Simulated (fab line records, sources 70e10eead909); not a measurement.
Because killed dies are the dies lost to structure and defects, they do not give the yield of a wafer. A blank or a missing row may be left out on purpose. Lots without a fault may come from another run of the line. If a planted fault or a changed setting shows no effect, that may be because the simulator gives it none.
Chamber matching | flow nand-harc | cmp-03 running NHARC_P_M0_CMP_23: 4 sister chambers
The step polishes, t overpolish 20 s, target thk 117.54 nm. 8 wafers are shown with their chamber, then 11 later ones without.

== WAFERS WITH THEIR CHAMBER ==
wafer  | chamber | motor-current-A (A) | time-to-endpoint-s (s)
L083.2 | 0       | 11.6                | 28.8
L083.3 | 3       | 12.5                | 28.6
L084.2 | 0       | 11.6                | 29.5
L086.1 | 2       | 10.5                | 30.3
L086.5 | 2       | 10.4                | 29.9
L087.4 | 3       | 12.5                | 29.2
L087.6 | 1       | 12.6                | 28.0
L089.2 | 1       | 13.8                | 25.5

== WAFERS WITHOUT THEIR CHAMBER ==
wafer  | motor-current-A (A) | time-to-endpoint-s (s)
L089.3 | 13.3                | 24.5
L089.5 | 12.0                | 24.6
L091.1 | 10.8                | 28.9
L091.5 | 13.6                | 27.8
L091.6 | 12.0                | 27.6
L095.3 | 13.1                | 29.4
L095.4 | 12.9                | 31.8
L095.6 | 12.3                | 27.5
L097.1 | 13.1                | 27.5
L097.2 | 11.9                | 27.2
L097.6 | 13.3                | 26.9

== CHAMBER TAKEN BY EACH ==
wafer  | from the rows above          | in truth
L089.3 | 1                            | 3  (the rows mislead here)
L089.5 | can't be placed: 1 or 3 or 0 | 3
L091.1 | can't be placed: 2 or 0      | 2
L091.5 | can't be placed: 1 or 3      | 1
L091.6 | can't be placed: 3 or 0 or 1 | 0
L095.3 | can't be placed: 3 or 1      | 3
L095.4 | can't be placed: 3 or 0      | 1
L095.6 | can't be placed: 3 or 1 or 0 | 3
L097.1 | can't be placed: 1 or 3      | 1
L097.2 | can't be placed: 0 or 3 or 1 | 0
L097.6 | 1                            | 1
Placed correctly: 1 of 11. Not placeable from these rows: 9 (in 8, the candidates include the true chamber). 1 placed wrongly.
How it was worked out, from the rows above alone: a wafer's distance from a chamber is the root of the sum, over the readings, of the square of ((its reading less the chamber's mean) divided by the reading's scatter). If the next closest chamber is less than 2 further off than the closest, the wafer can't be placed; otherwise it belongs to the closest. For every chamber, the mean is computed from those of its wafers that are shown. The scatter: the root of (the sum of the squares of (reading less its chamber's mean) over the shown wafers, divided by (wafers less chambers)).
